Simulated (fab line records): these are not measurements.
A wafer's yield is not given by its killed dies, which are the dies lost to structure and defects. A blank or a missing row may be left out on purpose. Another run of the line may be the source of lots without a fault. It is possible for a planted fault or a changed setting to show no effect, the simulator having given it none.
Which tool was responsible? | flow n5 finfet | 22 lots, 66 wafers sampled, at 6 steps of a route of 1938

## WHAT THE GAUGES SHOWED, per wafer
N5_BEOL_M0_SAQP_CD_MEAS_40: the cd target is 30 nm.
lot  | measured     | on        | cd nm (nm)
L074 | day 5 15:12  | cd sem-02 | 29.87 29.82 30.00
L075 | day 5 21:56  | cd sem-01 | 30.09 29.60 29.41
L076 | day 6 07:43  | cd sem-03 | 30.02 29.88 29.69
L077 | day 6 10:21  | cd sem-01 | 29.67 29.62 30.01
L078 | day 6 16:09  | cd sem-02 | 29.86 29.97 29.66
L079 | day 6 20:22  | cd sem-02 | 29.84 30.28 29.71
L080 | day 7 05:01  | cd sem-01 | 29.76 30.03 30.02
L081 | day 7 16:28  | cd sem-02 | 30.12 30.14 30.01
L083 | day 7 21:22  | cd sem-02 | 30.03 30.27 30.06
L084 | day 8 03:02  | cd sem-03 | 30.01 30.05 29.95
L085 | day 8 17:22  | cd sem-03 | 30.24 30.53 30.11
L086 | day 8 20:23  | cd sem-01 | 30.64 29.86 30.00
L087 | day 8 22:08  | cd sem-02 | 30.01 29.57 29.77
L089 | day 9 08:26  | cd sem-03 | 29.98 29.99 29.63
L088 | day 9 14:49  | cd sem-02 | 30.15 30.11 29.41
L090 | day 9 19:07  | cd sem-01 | 30.30 30.06 29.94
L091 | day 9 21:02  | cd sem-03 | 30.06 30.15 30.22
L092 | day 10 06:07 | cd sem-02 | 29.49 30.04 30.09
L093 | day 10 09:22 | cd sem-03 | 30.35 29.59 29.82
L094 | day 10 17:36 | cd sem-03 | 30.45 30.35 29.86
L095 | day 11 05:49 | cd sem-01 | 30.01 29.79 29.65
L097 | day 11 11:29 | cd sem-03 | 30.13 30.09 29.68

## TOOL THAT RAN EACH LOT (tool first, then ch and the chambers of the sampled wafers, then the start)
lot  | N5_MOL_CONTACT_COAG_ETCH_89        | N5_MOL_CONTACT_COAG_ETCH_47        | N5_MOL_CONTACT_COAG_STRIP_119        | N5_MOL_CONTACT_COAG_STRIP_49         | N5_MOL_CONTACT_COAG_CVD_140
L074 | rie diel-05 ch 1,2,3, day 5 01:01  | rie diel-04 ch 0,1,3, day 5 01:41  | plasma asher-02 ch 0,1, day 5 01:46  | plasma asher-02 ch 0,1, day 5 04:49  | cvd w-01 ch 0,1, day 5 05:06
L075 | rie diel-05 ch 0,1,2, day 5 07:10  | rie diel-03 ch 0,1,2, day 5 07:47  | plasma asher-02 ch 0,1, day 5 07:52  | plasma asher-01 ch 0,1, day 5 09:19  | cvd w-01 ch 0,1, day 5 09:35
L076 | rie diel-03 ch 0,1, day 5 19:42    | rie diel-03 ch 0,1,3, day 5 20:34  | plasma asher-01 ch 0,1, day 5 20:38  | plasma asher-01 ch 0,1, day 5 22:10  | cvd w-02 ch 0,1, day 5 22:27
L077 | rie diel-05 ch 0,1,2, day 5 21:56  | rie diel-03 ch 0,1, day 5 22:38    | plasma asher-02 ch 0,1, day 5 22:43  | plasma asher-01 ch 0,1, day 5 23:59  | cvd w-01 ch 0,1, day 6 00:16
L078 | rie diel-03 ch 2,3, day 6 05:08    | rie diel-04 ch 1,2,3, day 6 05:41  | plasma asher-02 ch 0,1, day 6 05:46  | plasma asher-02 ch 0,1, day 6 07:08  | cvd w-01 ch 0,1, day 6 07:25
L079 | rie diel-04 ch 1,3, day 6 07:43    | rie diel-04 ch 0,1,3, day 6 08:16  | plasma asher-02 ch 0,1, day 6 08:20  | plasma asher-02 ch 0,1, day 6 09:36  | cvd w-01 ch 0,1, day 6 09:53
L080 | rie diel-03 ch 1,2,3, day 6 17:33  | rie diel-03 ch 0,2,3, day 6 18:06  | plasma asher-01 ch 0,1, day 6 18:12  | plasma asher-02 ch 0,1, day 6 19:46  | cvd w-02 ch 0,1, day 6 20:06
L081 | rie diel-03 ch 0,1,2, day 7 03:46  | rie diel-04 ch 1,3, day 7 04:30    | plasma asher-01 ch 0,1, day 7 04:36  | plasma asher-02 ch 0,1, day 7 05:53  | cvd w-02 ch 0,1, day 7 06:14
L083 | rie diel-03 ch 0,3, day 7 08:49    | rie diel-05 ch 1,2,3, day 7 09:22  | plasma asher-01 ch 0,1, day 7 09:26  | plasma asher-01 ch 0,1, day 7 10:43  | cvd w-02 ch 1, day 7 10:59
L084 | rie diel-03 ch 0,3, day 7 14:08    | rie diel-03 ch 0,2,3, day 7 14:41  | plasma asher-02 ch 0,1, day 7 14:46  | plasma asher-02 ch 0,1, day 7 16:28  | cvd w-01 ch 0,1, day 7 16:44
L085 | rie diel-05 ch 0,1, day 8 03:19    | rie diel-04 ch 1,3, day 8 03:56    | plasma asher-02 ch 0,1, day 8 04:01  | plasma asher-02 ch 0,1, day 8 05:57  | cvd w-01 ch 0,1, day 8 06:14
L086 | rie diel-04 ch 1,3, day 8 04:02    | rie diel-04 ch 1,2,3, day 8 04:38  | plasma asher-02 ch 0,1, day 8 04:43  | plasma asher-01 ch 0,1, day 8 06:40  | cvd w-02 ch 0,1, day 8 06:56
L087 | rie diel-04 ch 2,3, day 8 09:35    | rie diel-03 ch 0,3, day 8 10:08    | plasma asher-02 ch 0,1, day 8 10:13  | plasma asher-01 ch 0,1, day 8 12:42  | cvd w-01 ch 0,1, day 8 12:58
L089 | rie diel-03 ch 0,1,2, day 8 20:31  | rie diel-04 ch 0,2,3, day 8 21:17  | plasma asher-02 ch 0,1, day 8 21:22  | plasma asher-02 ch 0,1, day 8 22:47  | cvd w-01 ch 0,1, day 8 23:10
L088 | rie diel-05 ch 0,1,2, day 9 03:15  | rie diel-03 ch 1,3, day 9 03:47    | plasma asher-02 ch 0,1, day 9 03:53  | plasma asher-02 ch 0,1, day 9 05:13  | cvd w-01 ch 0,1, day 9 05:31
L090 | rie diel-03 ch 1,2,3, day 9 03:58  | rie diel-05 ch 1,2, day 9 04:31    | plasma asher-02 ch 0,1, day 9 04:37  | plasma asher-02 ch 0,1, day 9 06:09  | cvd w-02 ch 0,1, day 9 06:29
L091 | rie diel-05 ch 1,3, day 9 07:01    | rie diel-05 ch 2,3, day 9 07:33    | plasma asher-02 ch 0,1, day 9 07:38  | plasma asher-02 ch 0,1, day 9 08:59  | cvd w-02 ch 0,1, day 9 09:16
L092 | rie diel-04 ch 0,1, day 9 18:18    | rie diel-05 ch 1,3, day 9 19:10    | plasma asher-02 ch 1, day 9 19:14    | plasma asher-02 ch 0,1, day 9 20:34  | cvd w-01 ch 0, day 9 20:50
L093 | rie diel-05 ch 0,1, day 9 22:04    | rie diel-03 ch 0,1,3, day 9 22:40  | plasma asher-01 ch 0,1, day 9 22:45  | plasma asher-01 ch 1, day 10 00:10   | cvd w-02 ch 0,1, day 10 00:27
L094 | rie diel-03 ch 0,2,3, day 10 01:50 | rie diel-04 ch 1,2, day 10 02:27   | plasma asher-02 ch 0,1, day 10 02:32 | plasma asher-02 ch 0,1, day 10 04:07 | cvd w-02 ch 0,1, day 10 04:23
L095 | rie diel-05 ch 2,3, day 10 16:49   | rie diel-04 ch 2,3, day 10 17:21   | plasma asher-02 ch 0,1, day 10 17:27 | plasma asher-01 ch 0,1, day 10 19:02 | cvd w-01 ch 0,1, day 10 19:22
L097 | rie diel-04 ch 0,2,3, day 10 22:54 | rie diel-05 ch 1,2,3, day 10 23:26 | plasma asher-02 ch 0,1, day 10 23:31 | plasma asher-01 ch 0,1, day 11 00:49 | cvd w-02 ch 0,1, day 11 01:05
- N5_MOL_CONTACT_COAG_ETCH_89: etches underlayer in N2/H2, target depth 13 nm, time 10.4 s.
- N5_MOL_CONTACT_COAG_ETCH_47: etches SiNx in CH3F/O2, stops on W, target depth 27 nm.
- N5_MOL_CONTACT_COAG_STRIP_119: strips in N2/H2, time 30 s.
- N5_MOL_CONTACT_COAG_STRIP_49: strips in N2/H2, time 30 s.
- N5_MOL_CONTACT_COAG_CVD_140: deposits W, target thk 66.5 nm, time 215 s.

## WHAT THE TOOLS THEMSELVES READ (means of the sampled wafers that have a number; where no wafer has one, the mark that the record gives instead)
N5_MOL_CONTACT_COAG_ETCH_89.
lot  | tool        | bias w (W) | chamber pressure mTorr (mTorr) | drypump motor current A (A) | etch rf on time s (s) | oes product au (a.u.) | rf fwd power W (W) | rf vpp V (V) | showerhead plenum p Torr (Torr) | throttle valve pct (%)
L074 | rie diel-05 | 150.0      | 30.029                         | 5.7                         | 10.66                 | 0.61                  | 815.9              | 523.8        | 2.52                            | 17.78
L075 | rie diel-05 | 149.8      | 30.001                         | 5.6                         | 10.45                 | 0.61                  | 818.9              | 521.6        | 2.46                            | 17.87
L076 | rie diel-03 | 149.9      | 29.997                         | 5.8                         | 10.32                 | 0.68                  | 820.0              | 523.1        | 2.51                            | 17.72
L077 | rie diel-05 | 150.0      | 30.005                         | 5.6                         | 10.61                 | 0.60                  | 819.5              | 521.0        | 2.46                            | 17.88
L078 | rie diel-03 | 150.1      | 30.038                         | 5.7                         | 10.33                 | 0.74                  | 820.3              | 522.4        | 2.54                            | 18.00
L079 | rie diel-04 | 150.0      | 29.977                         | 6.1                         | 10.31                 | 0.67                  | 820.0              | 523.8        | 2.52                            | 17.63
L080 | rie diel-03 | 150.3      | 29.998                         | 6.0                         | 10.18                 | 0.72                  | 818.1              | 523.4        | 2.54                            | 17.92
L081 | rie diel-03 | 149.9      | 29.992                         | 6.0                         | 10.19                 | 0.66                  | 819.0              | 524.8        | 2.54                            | 17.94
L083 | rie diel-03 | 150.1      | 29.974                         | 5.5                         | 10.26                 | 0.72                  | 819.0              | 522.2        | 2.51                            | 17.82
L084 | rie diel-03 | 150.1      | 29.989                         | 5.4                         | 10.28                 | 0.67                  | 819.8              | 522.8        | 2.51                            | 17.83
L085 | rie diel-05 | 150.2      | 29.980                         | 5.6                         | 10.57                 | 0.59                  | 817.5              | 521.3        | 2.45                            | 17.82
L086 | rie diel-04 | 150.1      | 29.974                         | 6.1                         | 10.24                 | 0.66                  | 820.2              | 523.3        | 2.51                            | 17.66
L087 | rie diel-04 | 150.3      | 30.017                         | 6.2                         | 10.36                 | 0.65                  | 817.3              | 521.7        | 2.47                            | 17.82
L089 | rie diel-03 | 150.3      | 30.014                         | 6.0                         | 10.34                 | 0.65                  | 819.9              | 523.7        | 2.53                            | 17.96
L088 | rie diel-05 | 149.9      | 29.998                         | 5.6                         | 10.60                 | 0.59                  | 822.6              | 520.5        | 2.45                            | 17.92
L090 | rie diel-03 | 149.8      | 29.998                         | 6.0                         | 10.16                 | 0.70                  | 820.8              | 523.4        | 2.53                            | 17.95
L091 | rie diel-05 | 149.9      | 30.008                         | 5.7                         | 10.64                 | 0.60                  | 816.1              | 525.6        | 2.58                            | 17.66
L092 | rie diel-04 | 150.5      | 30.007                         | 6.3                         | 10.46                 | 0.58                  | 818.8              | 524.9        | 2.61                            | 17.68
L093 | rie diel-05 | 150.1      | 29.996                         | 5.6                         | 10.46                 | 0.58                  | 818.6              | 521.4        | 2.45                            | 17.84
L094 | rie diel-03 | 149.8      | 29.982                         | 5.6                         | 10.38                 | 0.65                  | 822.1              | 524.2        | 2.53                            | 18.06
L095 | rie diel-05 | 149.9      | 29.990                         | 6.0                         | 10.39                 | 0.68                  | 821.6              | 526.3        | 2.64                            | 17.68
L097 | rie diel-04 | 150.2      | 30.004                         | 6.4                         | 10.53                 | 0.61                  | 819.7              | 522.9        | 2.52                            | 17.87

N5_MOL_CONTACT_COAG_ETCH_47.
lot  | tool        | O2_flow_sccm (sccm) | bias w (W) | chamber pressure mTorr (mTorr) | drypump motor current A (A) | etch rf on time s (s) | oes product au (a.u.) | rf fwd power W (W) | rf vpp V (V) | showerhead plenum p Torr (Torr) | throttle valve pct (%)
L074 | rie diel-04 | 20.02               | 72.91      | 30.032                         | 6.3                         | 31.3                  | 0.67                  | 385.9              | 301          | 2.02                            | 16.11
L075 | rie diel-03 | 20.03               | 72.80      | 29.992                         | 6.0                         | 31.0                  | 0.71                  | 385.8              | 296          | 2.01                            | 16.40
L076 | rie diel-03 | 20.05               | 72.97      | 29.988                         | 5.8                         | 30.6                  | 0.77                  | 384.9              | 296          | 1.98                            | 16.25
L077 | rie diel-03 | 19.92               | 73.29      | 29.994                         | 5.8                         | 31.0                  | 0.71                  | 386.3              | 295          | 1.99                            | 16.27
L078 | rie diel-04 | 19.99               | 72.95      | 30.006                         | 6.2                         | 31.4                  | 0.67                  | 385.2              | 298          | 1.99                            | 16.26
L079 | rie diel-04 | 20.00               | 72.91      | 30.013                         | 6.2                         | 31.6                  | 0.66                  | 385.9              | 301          | 2.02                            | 16.13
L080 | rie diel-03 | 19.98               | 72.92      | 29.996                         | 5.6                         | 31.1                  | 0.70                  | 386.5              | 298          | 2.02                            | 16.54
L081 | rie diel-04 | 20.05               | 73.17      | 30.011                         | 6.0                         | 31.2                  | 0.69                  | 388.7              | 302          | 1.98                            | 16.12
L083 | rie diel-05 | 20.06               | 73.03      | 30.004                         | 5.7                         | 31.7                  | 0.63                  | 385.6              | 290          | 1.98                            | 16.28
L084 | rie diel-03 | 20.04               | 72.85      | 30.008                         | 5.6                         | 31.1                  | 0.70                  | 384.3              | 299          | 2.01                            | 16.54
L085 | rie diel-04 | 19.99               | 73.13      | 29.988                         | 6.1                         | 31.2                  | 0.65                  | 384.4              | 299          | 2.01                            | 16.16
L086 | rie diel-04 | 19.97               | 72.92      | 29.998                         | 6.2                         | 31.0                  | 0.66                  | 385.2              | 298          | 1.98                            | 16.31
L087 | rie diel-03 | 19.98               | 73.07      | 29.986                         | 5.4                         | 30.6                  | 0.70                  | 385.0              | 296          | 1.99                            | 16.42
L089 | rie diel-04 | 20.01               | 72.91      | 29.994                         | 6.3                         | 32.1                  | 0.64                  | 385.6              | 299          | 1.98                            | 16.32
L088 | rie diel-03 | 20.00               | 73.07      | 29.986                         | 5.9                         | 30.5                  | 0.78                  | 386.9              | 297          | 1.96                            | 16.25
L090 | rie diel-05 | 19.99               | 72.77      | 30.034                         | 5.3                         | 32.3                  | 0.62                  | 385.5              | 291          | 1.95                            | 16.31
L091 | rie diel-05 | 19.95               | 72.98      | 30.004                         | 6.0                         | 31.7                  | 0.61                  | 383.9              | 291          | 1.94                            | 16.41
L092 | rie diel-05 | 19.96               | 72.94      | 29.987                         | 5.4                         | 31.9                  | 0.62                  | 384.8              | 288          | 2.01                            | 16.22
L093 | rie diel-03 | 20.05               | 72.94      | 29.995                         | 5.8                         | 30.7                  | 0.72                  | 385.7              | 296          | 1.97                            | 16.30
L094 | rie diel-04 | 20.00               | 72.93      | 30.006                         | 6.2                         | 31.3                  | 0.61                  | 385.6              | 295          | 2.02                            | 16.35
L095 | rie diel-04 | 19.99               | 73.13      | 29.998                         | 6.1                         | 31.2                  | 0.67                  | 383.5              | 300          | 1.94                            | 16.33
L097 | rie diel-05 | 19.98               | 73.01      | 29.998                         | 5.7                         | 31.4                  | 0.70                  | 384.9              | 290          | 2.05                            | 16.19

N5_MOL_CONTACT_COAG_STRIP_119.
lot  | tool            | drypump motor current A (A) | heater power w (W)
L074 | plasma asher-02 | 5.7                         | 314
L075 | plasma asher-02 | 5.7                         | 314
L076 | plasma asher-01 | 5.4                         | 300
L077 | plasma asher-02 | 6.2                         | 319
L078 | plasma asher-02 | 5.7                         | 318
L079 | plasma asher-02 | 6.2                         | 319
L080 | plasma asher-01 | 5.4                         | 304
L081 | plasma asher-01 | 5.6                         | 325
L083 | plasma asher-01 | 5.4                         | 305
L084 | plasma asher-02 | 6.2                         | 322
L085 | plasma asher-02 | 6.2                         | 325
L086 | plasma asher-02 | 6.2                         | 324
L087 | plasma asher-02 | 5.7                         | 314
L089 | plasma asher-02 | 6.2                         | 322
L088 | plasma asher-02 | 5.7                         | 321
L090 | plasma asher-02 | 6.2                         | 320
L091 | plasma asher-02 | 6.2                         | 323
L092 | plasma asher-02 | 5.2                         | 311
L093 | plasma asher-01 | 5.6                         | 331
L094 | plasma asher-02 | 5.7                         | 317
L095 | plasma asher-02 | 6.2                         | 315
L097 | plasma asher-02 | 5.7                         | 309

N5_MOL_CONTACT_COAG_STRIP_49.
lot  | tool            | drypump motor current A (A) | heater power w (W)
L074 | plasma asher-02 | 6.2                         | 319
L075 | plasma asher-01 | 5.4                         | 302
L076 | plasma asher-01 | 5.6                         | 332
L077 | plasma asher-01 | 5.5                         | 332
L078 | plasma asher-02 | 5.7                         | 319
L079 | plasma asher-02 | 6.2                         | 321
L080 | plasma asher-02 | 5.8                         | 313
L081 | plasma asher-02 | 6.2                         | 319
L083 | plasma asher-01 | 5.4                         | 302
L084 | plasma asher-02 | 6.2                         | 320
L085 | plasma asher-02 | 5.7                         | 316
L086 | plasma asher-01 | 5.4                         | 304
L087 | plasma asher-01 | 5.4                         | 305
L089 | plasma asher-02 | 5.7                         | 315
L088 | plasma asher-02 | 6.2                         | 324
L090 | plasma asher-02 | 5.7                         | 316
L091 | plasma asher-02 | 6.2                         | 323
L092 | plasma asher-02 | 5.7                         | 314
L093 | plasma asher-01 | 5.7                         | 356
L094 | plasma asher-02 | 5.7                         | 318
L095 | plasma asher-01 | 5.4                         | 304
L097 | plasma asher-01 | 5.6                         | 331

N5_MOL_CONTACT_COAG_CVD_140.
lot  | tool     | heater power w (W)
L074 | cvd w-01 | 464
L075 | cvd w-01 | 478
L076 | cvd w-02 | 476
L077 | cvd w-01 | 462
L078 | cvd w-01 | 471
L079 | cvd w-01 | 464
L080 | cvd w-02 | 497
L081 | cvd w-02 | 496
L083 | cvd w-02 | 471
L084 | cvd w-01 | 463
L085 | cvd w-01 | 467
L086 | cvd w-02 | 495
L087 | cvd w-01 | 466
L089 | cvd w-01 | 466
L088 | cvd w-01 | 474
L090 | cvd w-02 | 496
L091 | cvd w-02 | 498
L092 | cvd w-01 | 457
L093 | cvd w-02 | 487
L094 | cvd w-02 | 495
L095 | cvd w-01 | 464
L097 | cvd w-02 | 487

## THE ANSWER, worked out from the rows above alone
Rule: what is usual is taken from the lots themselves. The widest of any qualifying gaps counts: lots, ordered by their means at a reading, are off when they make up no more than a third of the lots, leave a main group of 4 or more, and stand apart from it by 3 or more times the standard deviation of that group's means. Not used: any main group whose means are identical at the precision the tables above print for the reading. Also off: a lot with no number at a reading for which 4 or more lots have one. All remaining lots with rows at the step are treated as sound. First the gauges in route order, then the tools' own readings, where a lot's mean is used as printed above. The first step at which some lot is off is used, and at that step the reading that is off furthest; a lot without a number counts as furthest.
No lot is off on any of the readings shown, so nothing can be concluded from this.

## WHAT THE SIMULATOR PUT IN
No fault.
